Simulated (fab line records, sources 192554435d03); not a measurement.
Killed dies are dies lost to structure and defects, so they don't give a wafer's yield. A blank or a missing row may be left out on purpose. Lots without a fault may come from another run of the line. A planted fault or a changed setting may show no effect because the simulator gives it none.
A struck lot beside a sound one | flow n5_finfet | 17 steps out of a route of 1938
Sound: wafers L762.1, L762.2, L762.6. Struck: wafers L755.2, L755.4, L755.6. The cause comes at the end.
At each step with rows: each side's tool, then ch and its chambers, then its first start. Under that, the readings that differ: sound wafers | struck wafers | difference of the means | sigmas: that difference in standard deviations of wafers without a fault.
alike: readings whose means differ by less than 2 such deviations, and words and numbers that are the same on both sides. not compared: withheld readings, readings that some wafer has no value for, bounds like >300 that may hide the same value, and numbers for which the record gives no deviation and whose values overlap.
The two part at a step that has a row with sigmas, a row that says differs or no value, or rows on one side only. Numbers that don't overlap but have no deviation are shown without sigmas and don't part them. A reading that every wafer of one side lacks parts them only if that side has two wafers or more.

first, 9 steps without rows for these wafers: N5_SD_EPI_N_COAT_33 (time 60 s, resist thk 35 nm); N5_SD_EPI_N_COAT_03 (resist thk 150 nm); N5_SD_EPI_N_EBR_05; N5_SD_EPI_N_SOFTBAKE_04 (time 60 s); N5_SD_EPI_N_EXPOSE_06 (exposes mask SD N BLK, target cd 120 nm); N5_SD_EPI_N_PEB_07 (peb time 60 s); N5_SD_EPI_N_DEVELOP_08 (develop time 30 s); N5_SD_EPI_N_DESCUM_14 (chemistry O2, time 7.9 s); N5_SD_EPI_N_ETCH_34 (etches SiARC in CF4, target depth 45.5 nm, time 75.8 s).
N5_SD_EPI_N_ETCH_35: etches SOC in N2/H2, overetch 108 nm, time 486 s.
  sound on rie_diel-01 ch 2,3, day 8 18:40; struck on rie_diel-04 ch 0,1, day 7 03:53
  no value came back on the struck wafers for any of 7 readings (bias_w (W), chamber_pressure_mTorr (mTorr) and others); on the sound wafers bias_w (W) reads 133.0 132.6 133.1
  reading                                             | sound        | struck            | difference | sigmas
  model.CAR-ArF-block_of_SD_EPI_N_COAT_03.thk_nm (nm) | 0 0 0        | 110.6 111.4 111.4 | +111.1     |
  model.SiARC_of_SD_EPI_N_COAT_33.thk_nm (nm)         | 19.8 20 19.8 | 35.2 35.2 35      | +15.3      |
  not compared: rf_hours_counter_h
then, 1 step without rows for these wafers: N5_SD_EPI_N_STRIP_36 (strips in N2/H2).
N5_SD_EPI_N_ETCHBACK_44: etches SiNx in CH3F/O2, stops on SiO2, target depth 14.5 nm.
  sound on rie_diel-01 ch 2,3, day 8 18:59; struck on rie_diel-04 ch 0,1, day 7 04:13
  reading               | sound          | struck         | difference | sigmas
  oes_product_au (a.u.) | 0.77 0.63 0.77 | 0.26 0.27 0.27 | -0.46      | -7
  alike: drypump_motor_current_A, oes_ar_750_au, rf_vpp_V, showerhead_plenum_p_Torr, throttle_valve_pct
  not compared: rf_hours_counter_h
N5_SD_EPI_N_ETCH_45: etches SiOCN in CH3F/O2, target depth 6 nm.
  sound on rie_diel-01 ch 2,3, day 8 19:05; struck on rie_diel-04 ch 0,1, day 7 04:19
  alike: CH3F_flow_sccm, O2_flow_sccm, drypump_motor_current_A, oes_product_au, rf_vpp_V, showerhead_plenum_p_Torr, throttle_valve_pct
  not compared: rf_hours_counter_h, model.SD_EPI_N.cd_nm
N5_SD_EPI_N_ETCH_16: etches SiO2 in CHF3/O2, target depth 5 nm.
  sound on rie_diel-01 ch 2,3, day 8 19:11; struck on rie_diel-04 ch 0,1, day 7 04:25
  reading                                     | sound          | struck     | difference | sigmas
  model.SiARC_of_SD_EPI_N_COAT_33.thk_nm (nm) | 12.4 12.8 12.6 | 28 28 27.8 | +15        |
  alike: CHF3_flow_sccm, O2_flow_sccm, drypump_motor_current_A, oes_ar_750_au, oes_product_au, rf_vpp_V, showerhead_plenum_p_Torr, throttle_valve_pct
  not compared: rf_hours_counter_h
then, 1 step without rows for these wafers: N5_SD_EPI_N_STRIP_47 (strips in CHF3/O2).
N5_BEOL_M4_RC_MEAS_101:
  the record has rows for the sound wafers here (prober-02 ch 0, day 13 20:15) and none for the struck ones
-- the record jumps here: 10 days lie between the struck wafers' starts before and after (it left off in module BEOL_M4 and takes up again in module PASSIVATION, whose first step shown is number 1936 of the route) --
N5_PASSIVATION_PROBE_49:
  the record has rows for the struck wafers here (prober-02, day 16 17:59) and none for the sound ones

WHERE THEY PART
First at N5_SD_EPI_N_ETCH_35; last, within this record, at N5_PASSIVATION_PROBE_49.

WHY: what the simulator had put in
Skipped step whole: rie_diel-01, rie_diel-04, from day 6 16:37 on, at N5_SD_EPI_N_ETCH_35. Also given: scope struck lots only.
